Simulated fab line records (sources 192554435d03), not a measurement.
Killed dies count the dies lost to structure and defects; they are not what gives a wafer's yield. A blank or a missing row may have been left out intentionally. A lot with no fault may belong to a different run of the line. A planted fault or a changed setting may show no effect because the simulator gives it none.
Struck lot and sound lot, side by side || flow n5-finfet || 35 steps out of a route of 1938
Sound: the wafers L855.1, L855.5, L855.6. Struck: wafers L858.1, L858.3, L858.4. At the end, the cause is stated.
For every step that has rows: the tool of each side, followed by ch and its chambers, followed by its first start. Under that, the readings that differ: sound wafers || struck wafers || difference of the means || sigmas: that difference in standard deviations of wafers without a fault.
alike: words and numbers the same on both sides, and readings whose means are apart by under 2 such deviations; not compared: readings that were withheld, readings missing a value for some wafer, numbers with overlapping values and no deviation given by the record, and bounds like >300 which may hide the same value.
A row with sigmas, a row that says differs or no value, or rows on one side alone: a step with any of these is where the two part. Numbers that don't overlap but have no deviation are shown without sigmas and don't part them. A reading that every wafer of one side lacks parts them only if that side has two wafers or more.

first, 9 steps without rows for these wafers: N5_BEOL_M8_ILD_DEP_00 (deposits SiCOH lowk from DEMS/porogen, target thk 179.75 nm, time 33.4 s); N5_BEOL_M8_CURE_74 (cures SiCOH lowk, time 240 s); N5_BEOL_M8_PECVD_70 (deposits SiO2 from TEOS/O2, target thk 20 nm, time 22.7 s); N5_BEOL_M8_HM_DEP_02 (deposits TiN, target thk 20 nm); N5_BEOL_M8_COAT_59 (time 60 s, resist thk 100 nm); N5_BEOL_M8_COAT_60 (time 60 s, resist thk 35 nm); N5_BEOL_M8_COAT_05 (resist thk 90 nm); N5_BEOL_M8_EBR_07; N5_BEOL_M8_SOFTBAKE_06 (time 60 s).
N5_BEOL_M8_EXPOSE_08: exposes mask M8.
  sound on arfi-scanner-02 ch 0, day 13 06:02; struck on arfi-scanner-02 ch 0, day 13 23:52
{"reading": "exposure-dose-mJ-cm2", "sound": "68.13 68.19 68.20", "struck": "64.07 64.28 64.17", "difference": -4.00, "sigmas": -59}
  alike: mask, focus-offset-nm, stage-vel-mm-s
then, 2 steps without rows for these wafers: N5_BEOL_M8_PEB_09 (peb time 60 s); N5_BEOL_M8_DEVELOP_10 (develop time 30 s).
N5_BEOL_M8_CD_MEAS_11 targets a cd of 38.5 nm.
  sound on cd-sem-02 ch 0, day 13 06:09; struck on cd-sem-01 ch 0, day 13 23:59
{"reading": "cd-nm (nm)", "sound": "38.9 38.7 38.2", "struck": "35.4 35.9 35.4", "difference": -3.0, "sigmas": -6}
then, 1 step without rows for these wafers: N5_BEOL_M8_DESCUM_16 (chemistry O2, time 7.9 s).
N5_BEOL_M8_ETCH_61: etches SiARC in CF4, target depth 45.5 nm, time 75.8 s.
  sound on rie-diel-06 ch 1,2,3, day 13 06:47; struck on rie-diel-01 ch 0,1,2, day 14 00:10
{"reading": "model.BEOL_M8.cd-offset-nm (nm)", "sound": "0.2 0.4 -0.4", "struck": "-3.6 -2.8 -3.2", "difference": -3.3, "sigmas": ""}
  alike: drypump-motor-current-A, etch-rf-on-time-s, oes-product-au, rf-vpp-V, showerhead-plenum-p-Torr, throttle-valve-pct
  not compared: rf-hours-counter-h
then, 3 steps without rows for these wafers: N5_BEOL_M8_ETCH_62 (etches SOC in N2/H2, target depth 110 nm, overetch 22 nm, time 165 s); N5_BEOL_M8_STRIP_68 (strips in N2/H2); N5_BEOL_M8_STRIP_67 (strips in CF4).
N5_BEOL_M8_HM_OPEN_17: chemistry Cl2/BCl3, target TiN, target depth 20 nm, overetch 6 nm.
  sound on rie-metal-03 ch 0,1, day 13 07:02; struck on rie-metal-01 ch 0,1, day 14 00:24
{"reading": "model.BEOL_M8.cd-offset-nm (nm)", "sound": "0 0.2 -0.6", "struck": "-4 -2.8 -2.8", "difference": -3, "sigmas": ""}
  alike: drypump-motor-current-A, oes-product-au, throttle-valve-pct
  not compared: rf-hours-counter-h
then, 1 step without rows for these wafers: N5_BEOL_M8_STRIP_19 (strips in O2).
N5_BEOL_M8_CD_MEAS_18: pitch 80 nm, target cd 40 nm.
  sound: cd-sem-02 at day 13 07:13; struck: cd-sem-03 at day 14 00:35
{"reading": "cd-nm (nm)", "sound": "39.5 40.0 39.6", "struck": "35.5 37.6 37.3", "difference": -2.9, "sigmas": -5}
then, 13 steps without rows for these wafers: N5_BEOL_M8_COAT_63 (time 60 s, resist thk 60 nm); N5_BEOL_M8_COAT_64 (time 60 s, resist thk 12 nm); N5_BEOL_M8_COAT_71 (time 60 s, resist thk 5 nm); N5_BEOL_M8_COAT_22 (resist thk 30 nm); N5_BEOL_M8_EBR_24; N5_BEOL_M8_SOFTBAKE_23 (time 60 s); N5_BEOL_M8_EXPOSE_25 (exposes mask V7, target cd 40 nm); N5_BEOL_M8_PEB_26 (peb time 60 s); N5_BEOL_M8_DEVELOP_27 (develop time 30 s); N5_BEOL_M8_DESCUM_33 (chemistry O2, time 7 s); N5_BEOL_M8_ETCH_72 (etches underlayer in N2/H2, target depth 6.5 nm, time 5.2 s); N5_BEOL_M8_ETCH_65 (etches SiARC in CF4, target depth 15.6 nm, time 26 s); N5_BEOL_M8_ETCH_66 (etches SOC in N2/H2, target depth 80 nm, overetch 16 nm, time 120 s).
-- the record jumps here: 2 days lie between the struck wafers' starts before and after (it left off in module BEOL_M8 and takes up again in module BEOL_M15, whose first step shown is number 1830 of the route) --
N5_BEOL_M15_RC_MEAS_101:
  sound on prober-02 ch 0, day 15 23:12; struck on prober-02 ch 0, day 16 06:57
{"reading": "SERP_M8 (ohm/um)", "sound": "14.1 13.4 14.4", "struck": "16.6 15.6 14.6", "difference": "+1.6", "sigmas": "+3"}
{"reading": "SERP_M8_max_site (ohm/um)", "sound": "14.6 13.7 15.3", "struck": "17.6 16.0 15.5", "difference": "+1.8", "sigmas": "+3"}
  alike: COMB_M10, COMB_M11, COMB_M12, COMB_M13, COMB_M14, COMB_M15, COMB_M5, COMB_M6, COMB_M7, COMB_M8, COMB_M8_max_site, COMB_M9, SERP_M10, SERP_M11, SERP_M12, SERP_M13, SERP_M14, SERP_M5, SERP_M5_max_site, SERP_M6, SERP_M7, SERP_M9

## WHERE THEY PART
Last at N5_BEOL_M15_RC_MEAS_101 as far as this record goes, first at N5_BEOL_M8_EXPOSE_08.

WHY: whatever the simulator had introduced
Drift in process parameters on arfi-scanner-02 at N5_BEOL_M8_EXPOSE_08, starting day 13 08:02. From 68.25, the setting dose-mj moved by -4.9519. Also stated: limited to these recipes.
